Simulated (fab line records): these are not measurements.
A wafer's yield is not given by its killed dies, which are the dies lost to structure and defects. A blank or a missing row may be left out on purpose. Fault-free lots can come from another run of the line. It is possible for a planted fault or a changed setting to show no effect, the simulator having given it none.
fab line records -- flow nand_harc
record lots=5, wafers=15, last_day=22
route steps=1159 shown A_M1@1037
lots with no fault: from the same line, run without faults
start_h: start of the lot's first displayed wafer, in hours after the record's first day -- wait_h: hours elapsed since this lot's preceding step -- " the same as in the row above -- L1.1+2: several wafers, shown together as one row -- - value missing, or start not given -- * or withheld: withheld -- < > ~ a bound
route shown NAME@n: NAME is a module with steps in the file, n the number in the route of the first one -- usual: mean/standard deviation of fault-free wafers -- same: alike in all rows -- chamber/n: place in a boat -- sites: the reading at each site -- _std_site: how widely they spread, as a standard deviation -- _edge_site: inner sites' mean taken away from outer sites' mean -- radius_mm: how far each site lies from the wafer's centre -- mask NAME#n: copy n -- behind: the last tool/chamber to shape the wafer -- hold: reason for holding the lot/hours on hold/outcome of the hold -- device: transistor that didn't switch, given as n, p or np -- end of line: tests run on the same wafers once the route is complete -- a step given without rows: its recipe and nothing more -- killed: not the wafer's yield, but the dies lost to structure and defects at the first sort -- map: per-die view of a wafer (x killed, . not killed, _ where there is no die)
set.NAME: the setting the step ran with; set.NAME@STEP: the setting that earlier step ran with -- model.NAME: the simulator's own value behind a step, which no gauge read
lots at some steps of the route; a table a step, a row a wafer
services: the hour from which a tool's chamber was out of use, counted from the record's first day as start_h (under 0 if before that day), plus the number of hours and why
## steps
# step NHARC_A_M1_OVL_MEAS_10
# recipe pitch_nm=240
# usual overlay_x_nm=-0.1/0.82, overlay_y_nm=0.1/0.93
lot.wafer,tool,chamber,start_h,wait_h,overlay_x_nm,overlay_y_nm
L665.2,overlay-02,-,417.08,-,-0.8,-0.2
L665.3,overlay-02,-,417.08,-,-0.1,0.1
L665.5,overlay-02,-,417.08,-,-1.1,-0.4
L670.3,overlay-02,-,456.80,-,-0.9,-0.3
L670.5,overlay-02,-,456.80,-,0.0,-0.3
L670.6,overlay-02,-,456.80,-,-1.0,-0.2
L675.2,overlay-01,-,465.91,-,0.8,0.5
L675.4,overlay-01,-,465.91,-,0.2,-0.1
L675.6,overlay-01,-,465.91,-,1.1,0.4
L674.3,overlay-02,-,466.80,-,-1.3,1.3
L674.5,overlay-02,-,466.80,-,-1.1,0.6
L674.6,overlay-02,-,466.80,-,-1.6,0.8
L679.1,overlay-02,-,499.18,-,1.1,0.4
L679.4,overlay-02,-,499.18,-,0.5,0.4
L679.5,overlay-02,-,499.18,-,0.9,-0.1
# step NHARC_A_M1_INSPECT_11
# usual raw_defect_count=29/13
lot.wafer,tool,chamber,start_h,wait_h,raw_defect_count
L665.2,defect_inspect-01,-,417.12,0.0,28
L665.3,defect_inspect-01,-,417.12,0.0,31
L665.5,defect_inspect-01,-,417.12,0.0,38
L670.3,defect_inspect-01,-,456.84,0.0,19
L670.5,defect_inspect-01,-,456.84,0.0,14
L670.6,defect_inspect-01,-,456.84,0.0,22
L675.2,defect_inspect-01,-,465.95,0.0,38
L675.4,defect_inspect-01,-,465.95,0.0,29
L675.6,defect_inspect-01,-,465.95,0.0,24
L674.3,defect_inspect-02,-,466.83,0.0,35
L674.5,defect_inspect-02,-,466.83,0.0,26
L674.6,defect_inspect-02,-,466.83,0.0,23
L679.1,defect_inspect-01,-,499.22,0.0,30
L679.4,defect_inspect-01,-,499.22,0.0,33
L679.5,defect_inspect-01,-,499.22,0.0,29
# step NHARC_A_M1_DESCUM_14
# recipe time_s=3, o2_flow_sccm=200, ar_flow_sccm=0, bias_power_w=0, chemistry=O2
# usual drypump_motor_current_A=5.5/0.37, oes_product_au=1.000/0.0085, rf_vpp_V=57.7/0.88, showerhead_plenum_p_Torr=1.92/0.069, throttle_valve_pct=11.313/0.0095
lot.wafer,tool,chamber,start_h,wait_h,drypump_motor_current_A,oes_product_au,rf_hours_counter_h,rf_vpp_V,showerhead_plenum_p_Torr,throttle_valve_pct
L665.3,rie_diel-12,1,417.18,0.1,5.8,1.002,2,57.7,1.93,11.308
L665.2,rie_diel-12,2,417.18,0.1,5.3,0.998,2,59.5,2.00,11.309
L665.5,rie_diel-12,1,417.18,0.1,5.8,0.999,-,57.4,1.93,11.318
L670.3,rie_diel-06,1,456.91,0.1,5.0,1.005,0,58.0,1.85,11.323
L670.5,rie_diel-06,0,456.91,0.1,5.4,1.012,-,57.8,1.89,11.328
L670.6,rie_diel-06,1,456.91,0.1,5.0,1.008,-,56.2,1.85,11.314
L675.2,rie_diel-12,2,466.01,0.1,5.4,0.993,6,57.5,2.00,11.314
L675.4,rie_diel-12,3,466.01,0.1,5.2,1.009,5,57.5,1.91,11.321
L675.6,rie_diel-12,3,466.01,0.1,5.2,1.010,-,58.3,1.91,11.320
L674.3,rie_diel-12,0,466.91,0.1,5.9,1.008,4,57.4,1.81,11.323
L674.6,rie_diel-12,2,466.91,0.1,5.3,0.999,-,57.3,2.00,11.309
L674.5,rie_diel-12,3,466.91,0.1,5.2,1.004,-,58.2,1.91,11.300
L679.1,rie_diel-12,2,499.28,0.1,5.3,0.991,7,59.0,2.00,11.290
L679.4,rie_diel-12,0,499.28,0.1,5.9,1.014,6,56.2,1.81,11.322
L679.5,rie_diel-12,3,499.28,0.1,5.2,1.010,-,58.2,1.91,11.293
# step NHARC_A_M1_ETCH_35
# recipe target_depth_a=400, overetch_a=120, time_s=43.94, ion_energy_ev=200, n2_flow_sccm=150, h2_flow_sccm=150, ar_flow_sccm=0, rf_w=400, bias_w=150, chemistry=N2/H2
# step NHARC_A_M1_ETCH_15
# recipe target_depth_a=1825, time_s=91.2, c4f8_flow_sccm=withheld, ar_flow_sccm=400, rf_w=600, bias_w=300, chemistry=C4F8/Ar
# usual oes_product_au=0.949/0.022, rf_fwd_power_W=596.4/2.1, rf_vpp_V=441.0/2.3
lot.wafer,tool,chamber,start_h,wait_h,oes_product_au,rf_fwd_power_W,rf_hours_counter_h,rf_vpp_V
L665.3,rie_diel-12,2,-,-,0.960,595.9,2,442.7
L665.2,rie_diel-12,3,-,-,0.981,595.0,2,440.6
L665.5,rie_diel-12,2,-,-,0.962,598.0,-,443.1
L670.3,rie_diel-06,2,-,-,0.941,593.0,1,442.2
L670.5,rie_diel-06,1,-,-,0.942,595.8,-,437.5
L670.6,rie_diel-06,2,-,-,0.946,594.1,-,441.7
L675.2,rie_diel-12,3,-,-,0.969,593.0,5,439.6
L675.4,rie_diel-12,1,-,-,0.979,597.7,5,441.0
L675.6,rie_diel-12,2,-,-,0.956,600.3,-,445.3
L674.3,rie_diel-12,2,-,-,0.954,594.1,6,442.9
L674.5,rie_diel-12,0,-,-,0.983,599.6,-,438.8
L674.6,rie_diel-12,1,-,-,0.967,599.7,-,442.7
L679.4,rie_diel-12,2,-,-,0.957,598.5,7,443.1
L679.1,rie_diel-12,3,-,-,0.969,591.8,7,442.0
L679.5,rie_diel-12,3,-,-,0.967,597.8,-,440.9
# step NHARC_A_M1_CD_MEAS_16
# usual cd_nm=119.7/0.72
lot.wafer,tool,chamber,start_h,wait_h,cd_nm
L665.2,cd_sem-01,-,417.49,-,119.2
L665.3,cd_sem-01,-,417.49,-,120.2
L665.5,cd_sem-01,-,417.49,-,120.6
L670.3,cd_sem-02,-,457.21,-,119.1
L670.5,cd_sem-02,-,457.21,-,120.3
L670.6,cd_sem-02,-,457.21,-,119.9
L675.2,cd_sem-01,-,466.31,-,119.1
L675.4,cd_sem-01,-,466.31,-,118.0
L675.6,cd_sem-01,-,466.31,-,117.7
L674.3,cd_sem-01,-,467.20,-,120.7
L674.5,cd_sem-01,-,467.20,-,120.3
L674.6,cd_sem-01,-,467.20,-,119.9
L679.1,cd_sem-03,-,499.58,-,119.4
L679.4,cd_sem-03,-,499.58,-,120.1
L679.5,cd_sem-03,-,499.58,-,119.0
# step NHARC_A_M1_STRIP_18
# recipe power_w=1000, n2_flow_sccm=150, h2_flow_sccm=150, ar_flow_sccm=0, bias_w=0, chemistry=N2/H2
# usual drypump_motor_current_A=5.5/0.36, oes_product_au=0.999/0.0099, rf_fwd_power_W=997/3.2, rf_vpp_V=90.7/0.92, showerhead_plenum_p_Torr=2.05/0.079, throttle_valve_pct=14.171/0.0094
lot.wafer,tool,chamber,start_h,wait_h,drypump_motor_current_A,oes_product_au,rf_fwd_power_W,rf_hours_counter_h,rf_vpp_V,showerhead_plenum_p_Torr,throttle_valve_pct
L665.3,rie_diel-12,1,417.58,0.1,5.8,1.001,1000,2.2,91.1,2.06,14.177
L665.2,rie_diel-12,3,417.58,0.1,5.2,0.999,998,1.9,91.5,2.04,14.181
L665.5,rie_diel-12,0,417.58,0.1,5.9,1.009,996,-,90.8,1.93,14.186
L670.3,rie_diel-12,2,457.28,0.1,5.3,0.992,1000,4.6,90.5,2.14,14.180
L670.5,rie_diel-12,2,457.28,0.1,5.3,0.992,1006,-,90.3,2.14,14.163
L670.6,rie_diel-12,3,457.28,0.1,5.2,0.999,996,-,91.5,2.04,14.186
L675.4,rie_diel-12,1,466.38,0.1,5.9,1.005,1002,4.9,91.3,2.06,14.193
L675.2,rie_diel-12,0,466.38,0.1,5.9,1.012,997,4.4,89.0,1.93,14.175
L675.6,rie_diel-12,1,466.38,0.1,5.9,1.013,997,-,90.1,2.06,14.176
L674.3,rie_diel-06,2,467.29,0.1,5.0,0.984,997,0.9,90.8,2.05,14.197
L674.5,rie_diel-06,2,467.29,0.1,5.0,0.983,996,-,91.1,2.05,14.164
L674.6,rie_diel-06,3,467.29,0.1,6.1,1.007,994,-,93.7,2.15,14.156
L679.1,rie_diel-12,0,499.68,0.1,5.9,1.015,1001,6.3,89.6,1.93,14.164
L679.4,rie_diel-12,2,499.68,0.1,5.3,1.004,994,7.4,91.2,2.14,14.191
L679.5,rie_diel-12,0,499.68,0.1,5.9,1.015,994,-,91.9,1.93,14.171
# step NHARC_A_M1_ETCH_28
# recipe target_depth_a=300, over_etch_frac=0.3, time_s=72.99, ion_energy_ev=150, cf4_flow_sccm=50, n2_flow_sccm=100, ar_flow_sccm=150, rf_w=300, bias_w=100, chemistry=CF4/N2
# usual drypump_motor_current_A=5.5/0.37, oes_product_au=0.999/0.0093, rf_fwd_power_W=297.8/1.2, rf_vpp_V=314.2/1.8, showerhead_plenum_p_Torr=2.63/0.095, throttle_valve_pct=19.793/0.009
lot.wafer,tool,chamber,start_h,wait_h,drypump_motor_current_A,oes_product_au,rf_fwd_power_W,rf_hours_counter_h,rf_vpp_V,showerhead_plenum_p_Torr,throttle_valve_pct
L665.2,rie_diel-12,0,-,-,5.9,1.008,298.2,1.9,311.3,2.49,19.815
L665.3,rie_diel-12,1,-,-,5.8,1.007,299.5,2.2,314.9,2.65,19.790
L665.5,rie_diel-12,0,-,-,5.9,1.012,299.3,-,312.9,2.49,19.796
L670.3,rie_diel-12,3,-,-,5.3,1.004,297.3,4.1,314.8,2.62,19.793
L670.6,rie_diel-12,0,-,-,5.9,0.994,298.4,-,313.1,2.49,19.789
L670.5,rie_diel-12,1,-,-,5.9,1.001,298.1,-,314.0,2.65,19.797
L675.2,rie_diel-12,1,-,-,5.9,1.006,298.0,5.0,312.9,2.65,19.820
L675.4,rie_diel-12,2,-,-,5.4,1.000,299.9,5.7,316.3,2.74,19.780
L675.6,rie_diel-12,0,-,-,5.9,1.013,297.2,-,311.2,2.49,19.805
L674.3,rie_diel-06,1,-,-,5.1,1.007,298.1,0.9,313.3,2.54,19.787
L674.6,rie_diel-06,1,-,-,5.0,1.012,298.5,-,313.3,2.54,19.803
L674.5,rie_diel-06,3,-,-,6.2,1.008,296.9,-,316.7,2.76,19.782
L679.1,rie_diel-12,0,-,-,5.9,1.019,295.9,6.3,312.2,2.49,19.793
L679.4,rie_diel-12,3,-,-,5.2,1.011,297.8,7.1,314.1,2.62,19.801
L679.5,rie_diel-12,1,-,-,5.8,0.996,297.8,-,314.4,2.65,19.787
# step NHARC_A_M1_STRIP_19
# recipe time_s=600, temp_c=30, chemistry=post_etch_residue_remover
# step NHARC_A_M1_DEGAS_29
# recipe temp_c=250, time_s=60
# step NHARC_A_M1_PRE_CLEAN_30
# recipe time_s=30, temp_c=280, gas=H2/He
# usual heater_power_w=429/49
lot.wafer,tool,chamber,start_h,wait_h,heater_power_w
L665.2,pvd_sputter-02,-,-,-,350
L665.3,pvd_sputter-02,-,-,-,441
L665.5,pvd_sputter-02,-,-,-,480
L670.3,pvd_sputter-03,-,-,-,385
L670.6,pvd_sputter-03,-,-,-,371
L670.5,pvd_sputter-03,-,-,-,469
L675.2,pvd_sputter-01,-,-,-,453
L675.4,pvd_sputter-01,-,-,-,390
L675.6,pvd_sputter-01,-,-,-,457
L674.3,pvd_sputter-02,-,-,-,476
L674.5,pvd_sputter-02,-,-,-,459
L674.6,pvd_sputter-02,-,-,-,443
L679.1,pvd_sputter-02,-,-,-,351
L679.4,pvd_sputter-02,-,-,-,457
L679.5,pvd_sputter-02,-,-,-,485
# step NHARC_A_M1_PVD_20
# recipe target_thk_a=50, bias_v=168.6, power_w=15000, chamber_pressure_pa=0.12, time_s=8.06, substrate_temp_c=50, material=TaN
# step NHARC_A_M1_PVD_21
# recipe target_thk_a=300, chamber_pressure_pa=5, power_w=5000, substrate_temp_c=30, time_s=20.49, material=Cu
# usual cathode_dc_power_W=5000.0/0.94, chamber_pressure_pa=5.000/0.01, throttle_valve_pct=29.9/1
lot.wafer,tool,chamber,start_h,wait_h,cathode_dc_power_W,chamber_pressure_pa,throttle_valve_pct
L665.2,pvd_sputter-02,-,418.42,-,-,-,-
L665.3,pvd_sputter-02,-,418.42,-,-,-,-
L665.5,pvd_sputter-02,-,418.42,-,-,-,-
L670.3,pvd_sputter-02,-,458.16,-,5001.5,4.990,28.7
L670.6,pvd_sputter-02,-,458.16,-,5001.2,4.997,28.7
L670.5,pvd_sputter-02,-,458.16,-,5000.9,4.994,30.0
L675.4,pvd_sputter-01,-,467.26,-,5001.2,5.007,30.5
L675.2,pvd_sputter-01,-,467.26,-,5001.4,5.014,30.4
L675.6,pvd_sputter-01,-,467.26,-,4999.7,4.993,31.1
L674.3,pvd_sputter-02,-,468.22,-,5001.1,5.005,28.6
L674.6,pvd_sputter-02,-,468.22,-,4999.2,5.001,28.6
L674.5,pvd_sputter-02,-,468.22,-,5000.5,5.009,30.2
L679.4,pvd_sputter-02,-,500.55,-,5000.2,5.004,28.5
L679.1,pvd_sputter-02,-,500.55,-,5002.4,4.994,29.9
L679.5,pvd_sputter-02,-,500.55,-,5000.5,5.014,28.5
# step NHARC_A_M1_ECD_22
# recipe target_thk_a=4000, bath_temp_c=25, material=Cu
## services
tool,chamber,start_h,hours,kind
pvd_sputter-02,-,396.88,10.0,pm
rie_diel-06,0,397.20,-,clean
rie_diel-06,1,397.20,-,clean
rie_diel-06,2,397.20,-,clean
rie_diel-06,3,397.20,-,clean
rie_diel-12,0,412.90,-,clean
rie_diel-12,1,412.90,-,clean
rie_diel-12,2,412.90,-,clean
rie_diel-12,3,412.90,-,clean
pvd_sputter-03,-,415.59,1.0,repair
rie_diel-06,-,418.20,9.0,pm
rie_diel-06,0,418.20,9.0,vent_cycle
rie_diel-06,1,418.20,9.0,vent_cycle
rie_diel-06,2,418.20,9.0,vent_cycle
rie_diel-12,-,436.19,0.8,repair
rie_diel-12,0,461.40,-,clean
rie_diel-12,1,461.40,-,clean
rie_diel-12,2,461.40,-,clean
rie_diel-12,3,461.40,-,clean
rie_diel-06,0,465.11,4.7,repair
rie_diel-12,0,485.90,-,clean
rie_diel-12,1,485.90,-,clean
rie_diel-12,2,485.90,-,clean
rie_diel-12,3,485.90,-,clean
## key
first_sign step=NHARC_A_M1_PVD_21, reading=tool_record, direction=missing
effect none on later readings
met_at NHARC_A_M1_PVD_21
struck_wafers L665.2,L665.3,L665.5
later_rows_left_out L665.2,L665.3,L665.5
sort_left_out L665.2,L665.3,L665.5
fault kind=skipped_step_whole, tool=pvd_sputter-01,pvd_sputter-02, chamber=-, onset_h=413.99, steps=NHARC_A_M1_PVD_21, scope=struck_lots_only
# sort_left_out: the simulated sort isn't trusted on such a fault, so these wafers' sort isn't shown, and their yield isn't known
# later_rows_left_out: the simulator's readings of these wafers behind a module that went badly wrong aren't trusted and aren't shown, but for the sort
